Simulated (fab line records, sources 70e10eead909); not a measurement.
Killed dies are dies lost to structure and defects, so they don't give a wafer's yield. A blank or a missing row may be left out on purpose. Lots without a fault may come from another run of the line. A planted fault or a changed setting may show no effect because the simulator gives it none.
Chamber matching | flow nand_harc | NHARC_A_M1_CMP_23 on cmp-04: 4 sister chambers
The step polishes, t overpolish 20 s, target thk 154.34 nm. 4 wafers are shown with their chamber, then 7 later ones without.

WAFERS WITH THEIR CHAMBER
wafer  | chamber | motor_current_A (A)
L190.1 | 2       | 10.6
L190.5 | 1       | 12.7
L197.1 | 0       | 13.2
L197.2 | 3       | 11.3

WAFERS WITHOUT THEIR CHAMBER
wafer  | motor_current_A (A)
L197.5 | 10.9
L196.3 | 12.7
L196.4 | 12.0
L196.5 | 12.2
L198.1 | 12.2
L198.2 | 13.1
L198.3 | 11.1

WHICH CHAMBER EACH WENT THROUGH
wafer  | from the rows above               | in truth
L197.5 | can't be placed: 2 or 3           | 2
L196.3 | can't be placed: 1 or 0           | 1
L196.4 | can't be placed: 1 or 3 or 0 or 2 | 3
L196.5 | can't be placed: 1 or 3 or 0      | 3
L198.1 | can't be placed: 1 or 3 or 0      | 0
L198.2 | can't be placed: 0 or 1           | 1
L198.3 | can't be placed: 3 or 2           | 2
Placed correctly: 0 of 7. Can't be placed from these rows: 7 (the true chamber is among the candidates in 7). Placed wrongly: 0.
How it was worked out, from the rows above alone: a wafer's distance from a chamber is the root of the sum, over the readings, of the square of ((its reading less the chamber's mean) divided by the reading's scatter). The wafer belongs to the nearest chamber; if the next one is less than 2 further off, it can't be placed. A chamber's mean is the mean of its shown wafers. The scatter: with one shown wafer a chamber, the root of the mean of the squares of how far each hidden wafer lies from its nearest shown one.
